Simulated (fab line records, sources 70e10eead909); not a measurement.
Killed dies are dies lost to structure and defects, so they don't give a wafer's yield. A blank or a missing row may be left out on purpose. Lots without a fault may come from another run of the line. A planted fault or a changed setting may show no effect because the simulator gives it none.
fab line records | flow nand_harc | part 2 of 2: steps 31 to 36 of 36
record lots=5 wafers=15 last_day=33
route steps=1302 shown A_M1@1187 A_BONDPAD@1202
lots that met no fault: from a run of the same line without faults
start_h: hours from the record's first day to the start of the lot's first wafer shown | wait_h: hours since the lot's step before | " the same as in the row above | L1.1+2: a row that stands for several wafers | - no value, or no start given | * or withheld: withheld | < > ~ a bound
route shown NAME@n: a module of which the file shows steps, and the number in the route of the first | usual: mean/standard deviation of fault-free wafers | same: alike in all rows | chamber/n: place in a boat | sites: the reading at each site | _std_site: their standard deviation | _edge_site: outer sites' mean less inner sites' | radius_mm: how far each site lies from the wafer's centre | mask NAME#n: copy n | behind: the tool/chamber that last shaped the wafer | hold: why the lot was held/for how many hours/how that ended | device: the transistor (n, p or np) that didn't switch | end of line: the same wafers' tests at the end of the route | a step without rows: its recipe alone | killed: dies lost to structure and defects at the first sort, not the wafer's yield | map: a wafer's dies, x killed, . not, _ none there
set.NAME: the setting as run; set.NAME@STEP: as run at that earlier step | model.NAME: the simulator's own value behind a step, which no gauge read
lots at some steps of the route; a table a step, a row a wafer
services: from which hour (start_h, from the record's first day; less than 0 if before it) a tool's chamber was out of use, for how many hours, and why
## steps
# step NHARC_A_BONDPAD_DESCUM_11
# recipe time_s=3 o2_flow_sccm=200 ar_flow_sccm=0 bias_power_w=0 chemistry=O2
# usual drypump_motor_current_A=5.75/0.27 oes_product_au=1.000/0.0082 rf_vpp_V=58.0/0.8 showerhead_plenum_p_Torr=1.96/0.069 throttle_valve_pct=11.310/0.0091
# columns lot.wafer tool chamber start_h wait_h drypump_motor_current_A oes_product_au rf_hours_counter_h rf_vpp_V showerhead_plenum_p_Torr throttle_valve_pct
L075.1 rie_diel-03 2 542.96 - 5.76 0.990 3 58.6 2.02 11.313
L075.4 " 0 " " 5.46 1.000 2 58.4 2.05 11.317
L075.5 " 2 " " 5.71 0.999 - 59.4 2.02 11.305
L078.2 rie_diel-03 2 561.10 - 5.73 0.999 3 58.9 2.02 11.323
L078.3 " 3 " " 5.75 1.011 3 57.4 1.97 11.306
L078.6 " 3 " " 5.76 1.007 - 58.7 1.97 11.311
L077.4 rie_diel-03 1 581.15 - 6.27 1.005 4 59.0 1.93 11.328
L077.3 " 2 " " 5.77 0.997 4 58.5 2.02 11.307
L077.2 " 3 " " 5.75 0.998 3 58.4 1.97 11.307
L084.1 rie_diel-13 2 631.53 - 5.99 1.010 18 58.1 1.83 11.313
L084.4 " 0 " " 5.48 1.000 16 57.9 1.89 11.324
L084.5 " 1 " " 5.56 1.000 - 57.8 1.89 11.311
L095.2 rie_diel-13 2 742.37 - 6.04 1.006 7 57.4 1.83 11.304
L095.5 " 0 " " 5.42 0.994 - 57.3 1.89 11.290
L095.6 " 1 " " 5.54 1.008 - 56.8 1.88 11.315
# step NHARC_A_BONDPAD_ETCH_34
# recipe target_depth_a=600 overetch_a=180 time_s=65.91 ion_energy_ev=200 n2_flow_sccm=150 h2_flow_sccm=150 ar_flow_sccm=0 rf_w=400 bias_w=150 chemistry=N2/H2
# usual drypump_motor_current_A=5.76/0.26 oes_product_au=0.998/0.0069 rf_vpp_V=431.7/2.3 showerhead_plenum_p_Torr=2.09/0.076 throttle_valve_pct=14.171/0.01
# columns lot.wafer tool chamber start_h wait_h drypump_motor_current_A oes_product_au rf_hours_counter_h rf_vpp_V showerhead_plenum_p_Torr throttle_valve_pct
L075.1 rie_diel-03 2 543.06 0.1 5.71 1.001 3 434.2 2.16 14.164
L075.4 " 3 " " 5.75 0.993 2 431.0 2.10 14.170
L075.5 " 0 " " 5.44 0.999 - 434.0 2.18 14.173
L078.3 rie_diel-03 2 561.20 0.1 5.78 0.998 3 433.2 2.16 14.176
L078.2 " 3 " " 5.77 1.003 3 432.1 2.10 14.161
L078.6 " 1 " " 6.25 0.995 - 431.5 2.06 14.163
L077.2 rie_diel-03 0 581.23 0.1 5.47 1.006 4 433.9 2.19 14.188
L077.4 " 1 " " 6.25 1.004 4 431.0 2.06 14.165
L077.3 " 2 " " 5.75 1.014 4 434.4 2.15 14.170
L084.1 rie_diel-13 2 631.61 0.1 6.05 0.999 18 428.5 1.95 14.167
L084.4 " 1 " " 5.57 1.005 18 428.9 2.01 14.170
L084.5 " 3 " " 5.78 1.000 - 434.4 2.16 14.181
L095.2 rie_diel-13 0 742.46 0.1 5.47 0.998 6 430.3 2.01 14.174
L095.6 " 1 " " 5.52 1.002 - 426.5 2.00 14.145
L095.5 " 2 " " 6.06 0.998 - 426.5 1.95 14.169
# step NHARC_A_BONDPAD_ETCH_12
# recipe target_depth_a=2200 time_s=110 chf3_flow_sccm=50 o2_flow_sccm=10 ar_flow_sccm=200 rf_w=500 bias_w=200 chemistry=CHF3/O2
# usual drypump_motor_current_A=5.76/0.26 oes_product_au=0.939/0.022 rf_vpp_V=371.6/1.9 showerhead_plenum_p_Torr=2.45/0.084 throttle_valve_pct=20.573/0.0089
# columns lot.wafer tool chamber start_h wait_h drypump_motor_current_A oes_product_au rf_hours_counter_h rf_vpp_V showerhead_plenum_p_Torr throttle_valve_pct
L075.4 rie_diel-03 0 - - 5.46 0.975 3 373.2 2.56 20.579
L075.1 " 1 " " 6.26 0.975 3 371.0 2.42 20.586
L075.5 " 1 " " 6.24 0.969 - 370.3 2.42 20.581
L078.3 rie_diel-03 1 - - 6.24 0.977 3 371.0 2.42 20.588
L078.2 " 0 " " 5.47 0.977 3 373.7 2.56 20.564
L078.6 " 1 " " 6.22 0.972 - 371.5 2.42 20.567
L077.3 rie_diel-03 3 - - 5.77 0.975 4 371.3 2.47 20.570
L077.4 " 1 " " 6.20 0.967 4 370.6 2.42 20.571
L077.2 " 2 " " 5.77 0.988 4 372.6 2.53 20.591
L084.1 rie_diel-13 1 - - 5.57 0.918 18 370.2 2.37 20.565
L084.4 " 3 " " 5.80 0.925 17 372.9 2.53 20.577
L084.5 " 1 " " 5.52 0.926 - 369.7 2.37 20.575
L095.2 rie_diel-13 3 - - 5.76 0.917 6 373.0 2.53 20.560
L095.5 " 3 " " 5.78 0.921 - 373.7 2.53 20.581
L095.6 " 0 " " 5.47 0.919 - 369.9 2.37 20.556
# step NHARC_A_BONDPAD_CD_MEAS_13
# usual cd_nm=499.3/1.3
# columns lot.wafer tool chamber start_h wait_h cd_nm
L075.1 cd_sem-02 - 543.27 - 500.2
L075.4 " - " " 501.5
L075.5 " - " " 499.3
L078.2 cd_sem-03 - 561.42 - 500.2
L078.3 " - " " 501.4
L078.6 " - " " 501.9
L077.2 cd_sem-02 - 581.46 - 496.5
L077.3 " - " " 498.4
L077.4 " - " " 497.7
L084.1 cd_sem-03 - 631.84 - 497.8
L084.4 " - " " 498.7
L084.5 " - " " 502.3
L095.2 cd_sem-03 - 742.68 - 499.2
L095.5 " - " " 499.4
L095.6 " - " " 499.2
# step NHARC_A_BONDPAD_STRIP_15
# recipe o2_flow_sccm=500 ar_flow_sccm=0 bias_w=0 chemistry=O2
# usual drypump_motor_current_A=5.75/0.26 oes_product_au=0.998/0.0077 rf_vpp_V=58.1/0.94 showerhead_plenum_p_Torr=3.60/0.11 throttle_valve_pct=17.036/0.0083
# columns lot.wafer tool chamber start_h wait_h drypump_motor_current_A oes_product_au rf_hours_counter_h rf_vpp_V showerhead_plenum_p_Torr throttle_valve_pct
L075.4 rie_diel-03 1 543.38 0.1 6.25 0.979 3 58.1 3.56 17.043
L075.1 " 2 " " 5.74 0.993 3 58.8 3.71 17.045
L075.5 " 0 " " 5.47 1.011 - 58.7 3.76 17.043
L078.2 rie_diel-13 1 561.51 0.1 5.54 0.985 7 59.2 3.49 17.020
L078.3 " 3 " " 5.82 1.007 7 58.6 3.72 17.037
L078.6 " 0 " " 5.41 0.994 - 56.7 3.50 17.031
L077.4 rie_diel-13 0 581.53 0.1 5.48 0.996 10 58.2 3.49 17.033
L077.2 " 1 " " 5.53 1.011 10 58.6 3.49 17.034
L077.3 " 2 " " 6.04 0.993 10 58.8 3.40 17.034
L084.4 rie_diel-09 1 631.93 0.1 5.67 0.993 37 58.5 3.69 17.030
L084.1 " 2 " " 5.76 0.996 31 57.4 3.45 17.055
L084.5 " 1 " " 5.69 0.993 - 58.9 3.69 17.044
L095.2 rie_diel-03 1 742.75 0.1 6.23 0.994 2 58.6 3.55 17.021
L095.6 " 1 " " 6.22 0.989 - 59.3 3.55 17.030
L095.5 " 2 " " 5.71 0.994 - 57.9 3.71 17.024
# step NHARC_A_BONDPAD_ETCH_24
# recipe target_depth_a=300 over_etch_frac=0.3 time_s=72.99 ion_energy_ev=150 cf4_flow_sccm=50 n2_flow_sccm=100 ar_flow_sccm=150 rf_w=300 bias_w=100 chemistry=CF4/N2
# usual drypump_motor_current_A=5.75/0.27 oes_product_au=0.997/0.0063 rf_vpp_V=315.1/1.7 showerhead_plenum_p_Torr=2.68/0.089 throttle_valve_pct=19.794/0.0093
# columns lot.wafer tool chamber start_h wait_h drypump_motor_current_A oes_product_au rf_hours_counter_h rf_vpp_V showerhead_plenum_p_Torr throttle_valve_pct
L075.4 rie_diel-03 0 - - 5.47 0.997 3 318.8 2.80 19.795
L075.1 " 2 " " 5.73 0.999 3 316.5 2.76 19.792
L075.5 " 3 " " 5.77 0.990 - 313.9 2.70 19.797
L078.3 rie_diel-13 3 - - 5.79 1.001 7 315.3 2.77 19.791
L078.2 " 1 " " 5.57 1.002 7 313.2 2.60 19.788
L078.6 " 3 " " 5.81 1.000 - 316.8 2.77 19.801
L077.4 rie_diel-13 1 - - 5.56 0.998 10 313.3 2.59 19.804
L077.3 " 2 " " 6.02 0.990 10 312.0 2.53 19.794
L077.2 " 3 " " 5.76 0.993 10 317.7 2.77 19.801
L084.4 rie_diel-09 1 - - 5.65 0.997 37 316.1 2.75 19.811
L084.1 " 0 " " 5.78 1.002 39 316.0 2.69 19.793
L084.5 " 1 " " 5.64 0.999 - 316.8 2.75 19.787
L095.2 rie_diel-03 3 - - 5.76 0.995 2 316.3 2.69 19.806
L095.6 " 3 " " 5.78 1.002 - 315.6 2.70 19.808
L095.5 " 0 " " 5.49 1.003 - 317.3 2.80 19.806
## services
# columns tool chamber start_h hours kind
pecvd-04 2 517.87 4.0 repair
cmp-02 - 518.57 2.6 repair
rie_diel-13 - 521.78 9.0 pm
cmp-02 - 526.60 4.0 pm
pvd_sputter-03 - 535.22 10.0 pm
cmp-02 - 535.30 0.3 repair
pvd_sputter-01 - 553.70 2.7 repair
pvd_sputter-01 - 570.31 2.8 repair
pvd_sputter-01 - 582.00 10.0 pm
rie_diel-03 3 596.46 5.7 repair
litho_track-07 - 601.00 7.0 pm
rie_diel-03 3 615.38 18.9 repair
cmp-02 - 624.60 4.0 pm
litho_track-03 - 625.00 7.0 pm
pecvd-04 - 631.00 13.0 pm
rie_diel-03 - 635.30 9.0 pm
wet_bench-08 - 646.50 8.0 pm
litho_track-05 - 649.00 7.0 pm
wet_bench-10 - 663.22 8.0 pm
rie_diel-13 - 671.11 0.3 repair
rie_diel-13 2 692.40 2.7 repair
rie_diel-13 - 698.78 9.0 pm
pvd_sputter-03 - 713.22 10.0 pm
cmp-02 - 722.60 4.0 pm
